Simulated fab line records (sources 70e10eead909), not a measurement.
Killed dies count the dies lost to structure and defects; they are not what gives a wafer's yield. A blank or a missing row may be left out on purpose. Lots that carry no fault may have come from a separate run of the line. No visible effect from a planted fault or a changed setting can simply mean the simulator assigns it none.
Matching of chambers | flow nand_harc | NHARC_A_STAIRCASE_DESCUM_252 on rie_diel-10 has 4 sister chambers
The step chemistry O2, time 3 s. 16 wafers are shown with their chamber, then 8 later ones without.

## WAFERS WITH THEIR CHAMBER
wafer  | chamber | drypump_motor_current_A (A) | showerhead_plenum_p_Torr (Torr) | oes_product_au (a.u.)
L075.1 | 3       | 5.8                         | 1.93                            | 0.994
L075.4 | 1       | 5.5                         | 2.04                            | 1.003
L075.5 | 1       | 5.5                         | 2.04                            | 1.005
L078.1 | 0       | 5.0                         | 2.06                            | 1.003
L078.2 | 1       | 5.5                         | 2.04                            | 1.013
L078.6 | 2       | 5.1                         | 2.06                            | 1.026
L079.2 | 2       | 5.1                         | 2.06                            | 1.031
L079.4 | 0       | 5.0                         | 2.06                            | 1.004
L079.5 | 3       | 5.8                         | 1.93                            | 0.990
L081.1 | 1       | 5.5                         | 2.04                            | 0.983
L081.4 | 0       | 5.0                         | 2.06                            | 1.002
L081.5 | 2       | 5.1                         | 2.06                            | 1.015
L083.3 | 1       | 5.5                         | 2.03                            | 1.004
L083.4 | 3       | 5.8                         | 1.93                            | 0.992
L083.6 | 3       | 5.7                         | 1.93                            | 0.999
L089.2 | 3       | 5.8                         | 1.92                            | 0.978

SIGNATURES (means of the wafers above)
reading                  | chamber 0 | chamber 1 | chamber 2 | chamber 3 | scatter within a chamber
drypump_motor_current_A  | 5.000     | 5.500     | 5.100     | 5.780     | 0.0258
showerhead_plenum_p_Torr | 2.0600    | 2.0380    | 2.0600    | 1.9280    | 0.00365
oes_product_au           | 1.00300   | 1.00160   | 1.02400   | 0.99060   | 0.00854
Rule: a wafer's distance from a chamber is the root of the sum, over the readings, of the square of ((its reading less the chamber's mean) divided by the reading's scatter). The wafer belongs to the nearest chamber; if the next one is less than 2 further off, it can't be placed. The scatter: the root of (the sum of the squares of (reading less its chamber's mean) over the shown wafers, divided by (wafers less chambers)).

## WAFERS WHOSE CHAMBER IS MISSING
wafer  | drypump_motor_current_A (A) | showerhead_plenum_p_Torr (Torr) | oes_product_au (a.u.)
L089.4 | 5.0                         | 2.05                            | 0.988
L089.5 | 5.8                         | 1.92                            | 0.998
L095.1 | 5.0                         | 2.05                            | 0.999
L095.2 | 5.5                         | 2.03                            | 0.996
L095.6 | 5.0                         | 2.05                            | 1.011
L097.1 | 5.7                         | 1.92                            | 0.983
L097.3 | 5.1                         | 2.04                            | 1.014
L097.5 | 5.7                         | 1.92                            | 0.980

## THE CHAMBER EACH PASSED THROUGH
wafer  | from the rows above     | in truth
L089.4 | 0                       | 0
L089.5 | 3                       | 3
L095.1 | 0                       | 0
L095.2 | 1                       | 1
L095.6 | 0                       | 0
L097.1 | 3                       | 3
L097.3 | can't be placed: 2 or 0 | 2
L097.5 | 3                       | 3
Placed correctly: 7 of 8. Unplaceable from these rows: 1, with the true chamber sitting among the candidates in 1. Wrongly placed: 0.
